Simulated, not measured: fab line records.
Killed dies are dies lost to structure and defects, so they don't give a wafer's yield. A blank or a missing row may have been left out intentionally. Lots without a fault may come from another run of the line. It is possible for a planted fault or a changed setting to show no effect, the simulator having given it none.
fab line records	flow n5Finfet
record: lots: 13	wafers: 38	lastDay: 17
route steps=1938 shown HKMG_FIN@413 PASSIVATION@1936
lots with no fault: from the same line, run without faults
startH: the number of hours between the record's first day and the start of the first shown wafer of the lot	waitH: hours elapsed since this lot's preceding step	" identical to the entry in the row above	L1.1+2: a single row standing in for several wafers	- either no value or no given start	* or withheld: withheld	< > ~ a bound
route shown NAME@n: NAME is a module with steps in the file, n the number in the route of the first one	usual: average and standard deviation across the fault-free wafers	same: alike in all rows	chamber/n: place in a boat	sites: readings site by site	_std_site: their standard deviation	_edge_site: the outer-site mean with the inner-site mean subtracted	radiusMm: for every site, how far away it sits from the centre of the wafer	mask NAME#n: copy n	behind: the most recent tool/chamber to have shaped the wafer	hold: why the lot was held/for how many hours/how that ended	device: the n, p or np transistor that did not switch	end of line: tests of these same wafers at the route's end	a step with no rows: only its recipe	killed: the dies lost at the first sort to structure and to defects; this is not the yield of the wafer	map: a wafer's dies, marking killed ones x, the rest . and places with no die _
set.NAME: the setting as run; set.NAME@STEP: as run at that earlier step	model.NAME: the simulator's own value behind a step, which no gauge read
route steps across a sampled set of lots; one table per step, one row per wafer
services: from which hour (startH, from the record's first day; less than 0 if before it) a tool's chamber was out of use, for how many hours, and why
== steps ==
step: N5_HKMG_FIN_CVD_62
recipe: material: a-Si	targetThkA: 30	tempC: 500	precursor: Si2H6	pressureTorr: 1	timeS: 20.8
usual: heaterPowerW: 1499/150
lot.wafer	tool	chamber	startH	waitH	heaterPowerW
L161.1	thermalCvdSi-01	2	77.73	0.2	1661
L161.3	"	1	"	"	1661
L161.6	"	1	"	"	1634
L162.1	thermalCvdSi-02	2	77.89	0.2	1520
L162.4	"	2	"	"	1589
L162.5	"	1	"	"	1291
L163.2	thermalCvdSi-02	2	86.14	0.2	1526
L163.3	"	0	"	"	1557
L163.6	"	1	"	"	1258
L164.3	thermalCvdSi-01	1	95.71	0.2	1630
L164.4	"	1	"	"	1632
L164.6	"	0	"	"	1352
L165.1	thermalCvdSi-02	0	102.27	0.2	1559
L165.3	"	2	"	"	1516
L165.5	"	1	"	"	1245
L166.1	thermalCvdSi-01	0	106.69	0.2	1341
L166.5	"	0	"	"	1358
L166.6	"	2	"	"	1625
L167.1	thermalCvdSi-02	0	112.49	0.2	1552
L167.4	"	2	"	"	1553
L167.6	"	1	"	"	1276
L168.4	thermalCvdSi-01	0	115.63	0.1	1356
L168.5	"	1	"	"	1623
L168.6	"	0	"	"	1361
L169.2	thermalCvdSi-02	1	120.78	0.2	1231
L169.3	"	0	"	"	1569
L169.6	"	0	"	"	1559
L170.1	thermalCvdSi-01	1	127.29	0.2	1612
L170.2	"	2	"	"	1667
L170.4	"	0	"	"	1379
L177.1	thermalCvdSi-02	0	170.02	0.2	1553
L177.5	"	2	"	"	1583
L181.1	thermalCvdSi-02	0	199.87	0.2	1536
L181.2	"	1	"	"	1267
L181.6	"	2	"	"	1534
L184.1	thermalCvdSi-01	0	212.30	0.2	1402
L184.2	"	2	"	"	1641
L184.5	"	2	"	"	1669
step: N5_HKMG_FIN_ALD_36
recipe: material: TiN	targetThkA: 10	tempC: 400	aldPrecursorFamily: TiCl4	aldCoReactant: NH3	pulseTimeS: 1	purgeTimeS: 3	coReactantPurgeTimeS: 2	coReactantPulseTimeS: 2	aldCycles: 47	pressureTorr: 3
usual: aldCycles: 47/0	heaterPowerW: 895/96	precursorPulseHeightRel: 0.998/0.019
lot.wafer	tool	chamber	startH	waitH	aldCycles	heaterPowerW	precursorPulseHeightRel
L161.1	aldMetal-02	2	78.32	0.0	47	826	0.971
L161.3	"	3	"	"	47	813	0.973
L161.6	"	1	"	"	47	881	0.981
L162.1	aldMetal-04	0	78.40	0.0	47	940	1.024
L162.4	"	3	"	"	47	800	1.006
L162.5	"	1	"	"	47	902	1.007
L163.2	aldMetal-04	0	86.54	0.0	47	969	0.970
L163.3	"	2	"	"	47	1125	1.005
L163.6	"	1	"	"	47	878	0.995
L164.3	aldMetal-04	0	96.69	0.0	47	955	0.985
L164.4	"	3	"	"	47	789	1.002
L164.6	"	0	"	"	47	952	0.977
L165.1	aldMetal-01	3	102.76	0.0	47	930	1.006
L165.3	"	2	"	"	47	668	0.994
L165.5	"	0	"	"	47	904	1.041
L166.1	aldMetal-02	0	107.10	0.0	47	945	0.995
L166.5	"	1	"	"	47	881	0.989
L166.6	"	2	"	"	47	808	0.986
L167.1	aldMetal-01	0	113.03	0.0	47	896	1.040
L167.4	"	1	"	"	47	983	1.010
L167.6	"	0	"	"	47	884	0.992
L168.4	aldMetal-01	1	116.03	0.0	47	944	1.018
L168.5	"	3	"	"	47	933	1.002
L168.6	"	0	"	"	47	897	1.017
L169.2	aldMetal-02	3	121.18	0.0	47	844	1.001
L169.3	"	2	"	"	47	813	0.978
L169.6	"	2	"	"	47	805	1.029
L170.1	aldMetal-04	3	127.69	0.0	47	797	1.004
L170.2	"	1	"	"	47	877	0.973
L170.4	"	2	"	"	47	1121	1.009
L177.1	aldMetal-02	3	170.42	0.0	26	838	1.002
L177.5	"	1	"	"	47	890	0.964
L181.1	aldMetal-01	2	200.28	0.0	47	650	0.992
L181.2	"	0	"	"	47	886	0.963
L181.6	"	0	"	"	47	909	0.978
L184.1	aldMetal-04	2	212.88	0.0	47	1123	0.994
L184.2	"	3	"	"	47	813	1.010
L184.5	"	2	"	"	47	1130	1.030
step: N5_HKMG_FIN_THK_MEAS_70
recipe: thkMeasGauge: xrf	reads: HfO2_of_HKMG_FIN_HK_ALD_01
usual: HK_THK: 1.613/0.018
lot.wafer	tool	chamber	startH	waitH	HK_THK[nm]
L161.1	filmMetro-01	-	78.60	0.2	1.597
L161.3	"	-	"	"	1.592
L161.6	"	-	"	"	1.619
L162.1	filmMetro-02	-	78.68	0.2	1.571
L162.4	"	-	"	"	1.607
L162.5	"	-	"	"	1.619
L163.2	filmMetro-01	-	86.82	0.2	1.605
L163.3	"	-	"	"	1.613
L163.6	"	-	"	"	1.616
L164.3	filmMetro-01	-	96.98	0.2	1.606
L164.4	"	-	"	"	1.623
L164.6	"	-	"	"	1.615
L165.1	filmMetro-02	-	103.04	0.2	1.629
L165.3	"	-	"	"	1.604
L165.5	"	-	"	"	1.598
L166.1	filmMetro-01	-	107.38	0.2	1.629
L166.5	"	-	"	"	1.629
L166.6	"	-	"	"	1.633
L167.1	filmMetro-02	-	113.31	0.2	1.647
L167.4	"	-	"	"	1.603
L167.6	"	-	"	"	1.606
L168.4	filmMetro-02	-	116.31	0.2	1.656
L168.5	"	-	"	"	1.625
L168.6	"	-	"	"	1.631
L169.2	filmMetro-01	-	121.46	0.2	1.598
L169.3	"	-	"	"	1.608
L169.6	"	-	"	"	1.588
L170.1	filmMetro-01	-	127.97	0.2	1.604
L170.2	"	-	"	"	1.628
L170.4	"	-	"	"	1.616
L177.1	filmMetro-01	-	170.70	0.2	1.615
L177.5	"	-	"	"	1.600
L181.1	filmMetro-02	-	200.56	0.2	1.551
L181.2	"	-	"	"	1.621
L181.6	"	-	"	"	1.577
L184.1	filmMetro-01	-	213.16	0.2	1.613
L184.2	"	-	"	"	1.619
L184.5	"	-	"	"	1.628
step: N5_HKMG_FIN_INSPECT_14
recipe: mode: adi	inspectInstrument: macro
usual: rawDefectCount: 2.0/1.4
lot.wafer	tool	chamber	startH	waitH	rawDefectCount
L161.1	defectInspect-02	-	79.52	0.0	1
L161.3	"	-	"	"	3
L161.6	"	-	"	"	0
L162.1	defectInspect-02	-	79.68	0.0	1
L162.4	"	-	"	"	3
L162.5	"	-	"	"	3
L163.2	defectInspect-01	-	87.75	0.0	0
L163.3	"	-	"	"	1
L163.6	"	-	"	"	2
L164.3	defectInspect-01	-	97.91	0.0	4
L164.4	"	-	"	"	5
L164.6	"	-	"	"	3
L165.1	defectInspect-01	-	103.97	0.0	1
L165.3	"	-	"	"	2
L165.5	"	-	"	"	2
L166.1	defectInspect-02	-	108.31	0.0	1
L166.5	"	-	"	"	6
L166.6	"	-	"	"	2
L167.1	defectInspect-02	-	114.24	0.0	0
L167.4	"	-	"	"	1
L167.6	"	-	"	"	3
L168.4	defectInspect-02	-	117.37	0.0	2
L168.5	"	-	"	"	2
L168.6	"	-	"	"	2
L169.2	defectInspect-02	-	122.26	0.0	3
L169.3	"	-	"	"	4
L169.6	"	-	"	"	1
L170.1	defectInspect-02	-	128.77	0.0	1
L170.2	"	-	"	"	5
L170.4	"	-	"	"	0
L177.1	defectInspect-01	-	171.63	0.0	5
L177.5	"	-	"	"	2
L181.1	defectInspect-02	-	201.37	0.0	0
L181.2	"	-	"	"	0
L181.6	"	-	"	"	5
L184.1	defectInspect-01	-	213.96	0.0	1
L184.2	"	-	"	"	2
L184.5	"	-	"	"	4
step: N5_PASSIVATION_PROBE_49
usual: killed_at_M0_to_M3: 33/8.9	killed_at_M4_up: 15/5.4	killedAtContacts: 13/5.8	killedAtFrontEnd: 39/9.9	killedAtOther: 3.2/2.9	killedDies: 102/15	killedOpen: 68/12	killedShort: 34/7.6
same: grossDies: 1180	killedAtBackSide: 0
lot.wafer	tool	chamber	startH	waitH	killed_at_M0_to_M3	killed_at_M4_up	killedAtContacts	killedAtFrontEnd	killedAtOther	killedDies	killedOpen	killedShort
L162.1	prober-01	-	266.59	0.0	45	12	20	18	4	99	55	43
L162.4	prober-01	-	266.74	0.2	25	14	14	28	1	82	55	26
L162.5	prober-01	-	266.79	0.2	26	16	10	22	2	76	59	16
L165.1	prober-02	-	294.38	0.0	19	12	13	29	0	73	48	25
L165.3	prober-02	-	294.48	0.1	37	12	12	40	1	102	67	35
L165.5	prober-02	-	294.58	0.2	33	22	7	47	1	110	68	42
L166.1	prober-02	-	301.04	0.0	25	7	14	39	9	94	62	32
L166.5	prober-02	-	301.24	0.2	20	21	16	29	4	90	63	27
L166.6	prober-02	-	301.29	0.3	29	17	4	45	4	99	75	24
L170.1	prober-01	-	331.56	0.0	31	14	13	59	5	122	86	36
L170.2	prober-01	-	331.61	0.1	26	21	3	40	2	92	54	38
L170.4	prober-01	-	331.71	0.2	39	18	13	45	1	116	82	34
L177.5	prober-02	-	374.27	0.2	20	13	16	44	5	98	69	28
killed by level:class
L162.1 BEOL_M0_SAQP:geometricParticle:short=14 MOL_CONTACT_COAG:geometricParticle:open=13 BEOL_M2:geometricParticle:open=12 BEOL_M0_SAQP:geometricParticle:open=10 MOL_CONTACT_COAG:geometricParticle:short=7 BEOL_M4:geometricParticle:short=4 ILD0:geometricParticle:short=3 BEOL_M3:geometricParticle:short=3
L162.4 BEOL_M0_SAQP:geometricParticle:short=10 MOL_CONTACT_COAG:geometricParticle:open=9 BEOL_M0_SAQP:geometricParticle:open=6 BEOL_M3:geometricParticle:open=6 BEOL_M4:geometricParticle:open=6 MOL_CONTACT_COAG:geometricParticle:short=5 STARTING-WAFER:geometricParticle:open=5 FIN_SAQP:geometricParticle:open=4
L162.5 FIN_SAQP:geometricParticle:open=9 BEOL_M2:geometricParticle:open=9 MOL_CONTACT_COAG:geometricParticle:open=7 BEOL_M3:geometricParticle:open=6 BEOL_M4:geometricParticle:open=6 DUMMY_GATE:geometricParticle:open=5 BEOL_M0_SAQP:geometricParticle:short=4 FIN_SAQP:geometricParticle:short=3
L165.1 MOL_CONTACT_COAG:geometricParticle:open=11 FIN_SAQP:geometricParticle:short=5 BEOL_M0_SAQP:geometricParticle:open=5 BEOL_M0_SAQP:geometricParticle:short=5 STARTING-WAFER:geometricParticle:open=5 FIN_SAQP:geometricParticle:open=4 STI_FIN_REVEAL:geometricParticle:open=4 BEOL_M2:geometricParticle:open=4
L165.3 BEOL_M0_SAQP:geometricParticle:short=17 BEOL_M0_SAQP:geometricParticle:open=12 MOL_CONTACT_COAG:geometricParticle:open=10 STI_FIN_REVEAL:geometricParticle:open=9 FIN_SAQP:geometricParticle:short=6 FIN_SAQP:geometricParticle:open=5 ILD0:geometricParticle:open=4 BEOL_M2:geometricParticle:open=4
L165.5 FIN_SAQP:geometricParticle:open=13 FIN_SAQP:geometricParticle:short=12 BEOL_M4:geometricParticle:open=12 BEOL_M0_SAQP:geometricParticle:open=10 BEOL_M2:geometricParticle:open=10 BEOL_M0_SAQP:geometricParticle:short=9 STI_FIN_REVEAL:geometricParticle:open=5 MOL_CONTACT_COAG:geometricParticle:open=5
L166.1 MOL_CONTACT_COAG:geometricParticle:open=13 FIN_SAQP:geometricParticle:open=9 FIN_SAQP:geometricParticle:short=8 BEOL_M2:geometricParticle:open=7 STI_FIN_REVEAL:geometricParticle:open=5 BEOL_M0_SAQP:geometricParticle:open=5 PASS1_CAP:geometricParticle:short=5 STARTING-WAFER:geometricParticle:open=4
L166.5 BEOL_M4:geometricParticle:open=12 MOL_CONTACT_COAG:geometricParticle:open=11 FIN_SAQP:geometricParticle:open=7 STI_FIN_REVEAL:geometricParticle:open=7 MOL_CONTACT_COAG:geometricParticle:short=5 BEOL_M0_SAQP:geometricParticle:open=4 BEOL_M1:geometricParticle:open=4 BEOL_M3:geometricParticle:open=4
L166.6 FIN_SAQP:geometricParticle:open=17 BEOL_M2:geometricParticle:open=11 BEOL_M4:geometricParticle:open=8 BEOL_M1:geometricParticle:open=6 STI_FIN_REVEAL:geometricParticle:open=6 ILD0:geometricParticle:short=6 BEOL_M3:geometricParticle:open=6 FIN_SAQP:geometricParticle:short=5
L170.1 STI_FIN_REVEAL:geometricParticle:open=15 MOL_CONTACT_COAG:geometricParticle:open=11 FIN_SAQP:geometricParticle:short=10 FIN_SAQP:geometricParticle:open=9 DUMMY_GATE:geometricParticle:open=9 BEOL_M2:geometricParticle:open=8 BEOL_M4:geometricParticle:open=8 BEOL_M3:geometricParticle:open=5
L170.2 BEOL_M4:geometricParticle:open=7 DUMMY_GATE:geometricParticle:open=6 BEOL_M0:geometricParticle:open=6 FIN_SAQP:geometricParticle:short=5 STI_FIN_REVEAL:geometricParticle:open=5 GATE_CUT:geometricParticle:short=5 FIN_SAQP:geometricParticle:open=4 FIN_CUT:geometricParticle:short=4
L170.4 BEOL_M3:geometricParticle:open=13 STI_FIN_REVEAL:geometricParticle:open=9 FIN_SAQP:geometricParticle:short=8 MOL_CONTACT_COAG:geometricParticle:open=8 BEOL_M4:geometricParticle:open=8 FIN_SAQP:geometricParticle:open=6 GATE_CUT:geometricParticle:short=5 MOL_CONTACT_COAG:geometricParticle:short=5
L177.5 STI_FIN_REVEAL:geometricParticle:open=14 MOL_CONTACT_COAG:geometricParticle:open=13 FIN_SAQP:geometricParticle:open=10 BEOL_M4:geometricParticle:open=8 STI_FIN_REVEAL:geometricParticle:short=6 BEOL_M3:geometricParticle:open=5 FIN_SAQP:geometricParticle:short=4 BEOL_M0_SAQP:geometricParticle:short=4
== services ==
tool	chamber	startH	hours	kind
aldMetal-01	-	77.10	14.6	pm
thermalCvdSi-01	-	85.29	1.7	repair
thermalCvdSi-01	-	97.18	4.3	pm
aldMetal-04	0	113.79	5.6	repair
thermalCvdSi-01	2	113.83	7.6	repair
thermalCvdSi-02	-	155.00	2.7	repair
aldMetal-01	-	166.22	0.4	repair
thermalCvdSi-01	-	166.53	1.4	repair
thermalCvdSi-02	-	188.11	0.6	repair
thermalCvdSi-01	1	193.44	5.8	repair
thermalCvdSi-02	2	203.79	59.2	repair
== key ==
firstSign: step: N5_HKMG_FIN_ALD_36	reading: aldCycles	direction: down	sigmas: 99+	usual: *	struck: *
effect none on later readings
metAt N5_HKMG_FIN_ALD_36
struckLots L177
struckWafers L177.1
testerLeftOut L177
notActingAt N5_HKMG_FIN_CVD_62,N5_HKMG_FIN_THK_MEAS_70,N5_HKMG_FIN_INSPECT_14
onsetBetween 121.18 170.42
fault: kind: processParameterDrift	tool: aldMetal-02	chamber: -	onsetH: 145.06	steps: N5_HKMG_FIN_ALD_36	channel: aldCycles	offset: *	shape: step	endH: 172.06	scope: struckWafersOnly	actsIn: *	stated: *
testerLeftOut: of these lots the tester's yield and bins aren't shown, on N5 and GAA mostly nor the transistor test; their killed dies are dies lost to structure and defects alone, not to doping, threshold or leakage, so they don't give the yield
